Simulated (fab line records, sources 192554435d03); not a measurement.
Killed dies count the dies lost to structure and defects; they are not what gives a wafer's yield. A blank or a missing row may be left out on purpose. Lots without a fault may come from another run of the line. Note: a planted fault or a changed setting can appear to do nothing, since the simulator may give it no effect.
One fault through the eyes of 3 desks || flow n5 finfet || what lay behind the numbers comes last; until then each desk has only its own

## AT THE METROLOGY DESK
What the gauges read for every lot (on any tool): the sampled wafers with a number, averaged. A lot is out of limits, marked OUT, if its mean lies more than 4 standard deviations from the usual mean; the brackets give that distance. Readings shown: 7 of its 12, picked as those furthest out on some lot.
Columns: A = cd nm at N5_BEOL_M4_CD_MEAS_11, usual 16.81 nm; B = M4_OVL at N5_BEOL_M4_OVL_MEAS_12, usual -0.6 nm; C = DIBL_N at N5_BEOL_M4_RC_MEAS_101, usual 36.8 mV/V; D = DIBL_P at N5_BEOL_M4_RC_MEAS_101, usual 36.5 mV/V; E = IOFF_P at N5_BEOL_M4_RC_MEAS_101, usual 0.22 nA/um; F = SS_N at N5_BEOL_M4_RC_MEAS_101, usual 71.6 mV/dec; G = SS_P at N5_BEOL_M4_RC_MEAS_101, usual 73.4 mV/dec
{"lot": "L267", "first seen here": "day 8 11:16", "A": 16.87, "B": -1.4, "C": 35.7, "D": 35.1, "E": 0.17, "F": 71.4, "G": 73.7}
{"lot": "L268", "first seen here": "day 8 23:27", "A": 16.95, "B": -1.2, "C": 39.0, "D": 38.4, "E": 0.26, "F": 72.4, "G": 74.0}
{"lot": "L278", "first seen here": "day 11 23:49", "A": 16.83, "B": 0.1, "C": 34.1, "D": 35.6, "E": 0.21, "F": 70.8, "G": 72.6}
{"lot": "L284", "first seen here": "day 14 07:13", "A": 17.05, "B": -1.2, "C": 37.7, "D": 38.3, "E": 0.23, "F": 72.2, "G": 73.2}
{"lot": "L286", "first seen here": "day 14 07:39", "A": 16.80, "B": 0.1, "C": 37.6, "D": 36.5, "E": 0.22, "F": 71.8, "G": 72.9}
This desk's finding: nothing out of limits on any of the 5 lots.

## FOR THE TOOL OWNER'S DESK: rie diel-01
The tool's own readings at N5_BEOL_M4_ETCH_64 (etches SOC in N2/H2, target depth 75 nm, overetch 22.5 nm, time 121.9 s): means of the sampled wafers that have a number, for each lot that ran on this tool. A lot is out of limits, marked OUT, if its mean lies more than 4 standard deviations from the usual mean; the brackets give that distance.
Columns: A = bias w at N5_BEOL_M4_ETCH_64, usual 150.0 W; B = chamber pressure mTorr at N5_BEOL_M4_ETCH_64, usual 29.999 mTorr; C = drypump motor current A at N5_BEOL_M4_ETCH_64, usual 5.45 A; D = oes product au at N5_BEOL_M4_ETCH_64, usual 0.60 a.u.; E = rf vpp V at N5_BEOL_M4_ETCH_64, usual 523.4 V; F = showerhead plenum p Torr at N5_BEOL_M4_ETCH_64, usual 2.52 Torr; G = throttle valve pct at N5_BEOL_M4_ETCH_64, usual 17.73 %
{"lot": "L267", "first seen here": "day 8 11:28", "A": 150.4, "B": 29.985, "C": 5.63, "D": 0.56, "E": 522.6, "F": 2.48, "G": 17.89}
{"lot": "L278", "first seen here": "day 12 00:01", "A": "141.5 (-19) OUT", "B": 29.961, "C": 5.63, "D": 0.54, "E": "503.9 (-7.8) OUT", "F": 2.48, "G": 17.92}
This desk finds L278 out of limits, L278 being first, at day 12 00:01 (bias w at N5_BEOL_M4_ETCH_64). In limits: L267.

## THE DEFECT DESK
What the inspections along the route counted, lot by lot: means of the sampled wafers that have a number. A lot is out of limits, marked OUT, if its mean lies more than 4 standard deviations from the usual mean; the brackets give that distance.
Columns: A = raw defect count at N5_BEOL_M4_INSPECT_13, usual 419
{"lot": "L267", "first seen here": "day 8 11:20", "A": 465}
{"lot": "L268", "first seen here": "day 8 23:32", "A": 334}
{"lot": "L278", "first seen here": "day 11 23:54", "A": 451}
{"lot": "L284", "first seen here": "day 14 07:18", "A": 401}
{"lot": "L286", "first seen here": "day 14 07:44", "A": 515}
This desk's finding: nothing out of limits on any of the 5 lots.

## BROUGHT TOGETHER
An alarm could have come from the tool owner's desk at day 12 00:01, on L278.
Metrology desk: nothing out of limits seen.
Nothing out of limits was seen by the defect desk.
The metrology desk holds a record of L278, inside its limits.
The defect desk has L278 on record, within its limits.
Of the lots named, all ran N5_BEOL_M4_ETCH_64 on rie diel-01.

## WHAT WAS PUT IN BY THE SIMULATOR
rie diel-01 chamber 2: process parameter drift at N5_BEOL_M4_ETCH_64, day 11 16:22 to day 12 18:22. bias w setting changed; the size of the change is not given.
Struck lots among those shown: L278.
Time in hours from fault onset to the first out-of-limits reading at each desk: the tool owner's desk, 8.
